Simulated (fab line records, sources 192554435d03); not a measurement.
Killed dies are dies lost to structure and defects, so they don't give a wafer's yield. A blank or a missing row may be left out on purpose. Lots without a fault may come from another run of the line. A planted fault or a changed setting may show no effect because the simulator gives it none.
One fault seen from 3 desks | flow n5_finfet | each desk has only its own numbers; what lay behind them comes last

THE DEFECT DESK
What the inspections along the route counted, lot by lot: means of the sampled wafers that have a number. A lot is out of limits, marked OUT, if its mean lies more than 4 standard deviations from the usual mean; the brackets give that distance.
Columns: A = raw_defect_count at N5_MOL_CONTACT_COAG_INSPECT_57, usual 216
lot  | first seen here | A
L602 | day 5 13:40     | 283
L603 | day 5 16:50     | 232
L606 | day 6 09:32     | 186
L607 | day 6 13:03     | 246
L608 | day 6 18:07     | 242
L617 | day 9 00:49     | 236
This desk's finding: nothing out of limits on any of the 6 lots.

THE TOOL OWNER'S DESK: litho_track-02
The tool's own readings at N5_MOL_CONTACT_COAG_COAT_78 (resist thk 40 nm): means of the sampled wafers that have a number, for each lot that ran on this tool. A lot is out of limits, marked OUT, if its mean lies more than 4 standard deviations from the usual mean; the brackets give that distance.
Columns: A = exhaust_pa at N5_MOL_CONTACT_COAG_COAT_78, usual 45.2 Pa; B = spin_speed_rpm at N5_MOL_CONTACT_COAG_COAT_78, usual 1500.0 rpm
lot  | first seen here | A    | B
L602 | day 5 13:11     | 44.9 | 1498.8
L606 | day 6 09:02     | 45.2 | 1422.4 (-78) OUT
L608 | day 6 17:45     | 45.6 | 1423.9 (-76) OUT
This desk's finding: out of limits on L606, L608; first on L606, day 6 09:02 (spin_speed_rpm at N5_MOL_CONTACT_COAG_COAT_78). In limits: L602.

THE METROLOGY DESK
What the gauges read, lot by lot, whatever tool the lot ran on: means of the sampled wafers that have a number. A lot is out of limits, marked OUT, if its mean lies more than 4 standard deviations from the usual mean; the brackets give that distance.
Columns: A = MD_CAP_THK at N5_MOL_CONTACT_COAG_THK_MEAS_29, usual 17.91 nm; B = cd_nm at N5_MOL_CONTACT_COAG_CD_MEAS_84, usual 25.13 nm; C = VG_OVL at N5_MOL_CONTACT_COAG_OVL_MEAS_85, usual -0.2 nm
lot  | first seen here | A     | B     | C
L602 | day 5 12:19     | 17.87 | 25.15 | 0.0
L603 | day 5 15:42     | 17.99 | 24.82 | -0.6
L606 | day 6 08:26     | 17.82 | 24.55 | -0.7
L607 | day 6 11:20     | 17.94 | 25.12 | -0.3
L608 | day 6 17:08     | 17.82 | 25.27 | -0.7
L617 | day 8 23:31     | 17.83 | 25.12 | -0.2
This desk's finding: nothing out of limits on any of the 6 lots.

PUT TOGETHER
The tool owner's desk could have raised an alarm at day 6 09:02, on L606, L608.
The defect desk saw nothing out of limits.
The metrology desk saw nothing out of limits.
The defect desk has L606, L608 on record, within its limits.
The metrology desk has L606, L608 on record, within its limits.
Of the lots named, all ran N5_MOL_CONTACT_COAG_COAT_78 on litho_track-02.

WHAT THE SIMULATOR HAD PUT IN
Process parameter drift: litho_track-02, from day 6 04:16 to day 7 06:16, at N5_MOL_CONTACT_COAG_COAT_78. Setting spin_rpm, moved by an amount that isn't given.
Lots struck among those shown: L606, L608.
Hours from the fault's start to each desk's first reading out of limits: the tool owner's desk, 5.
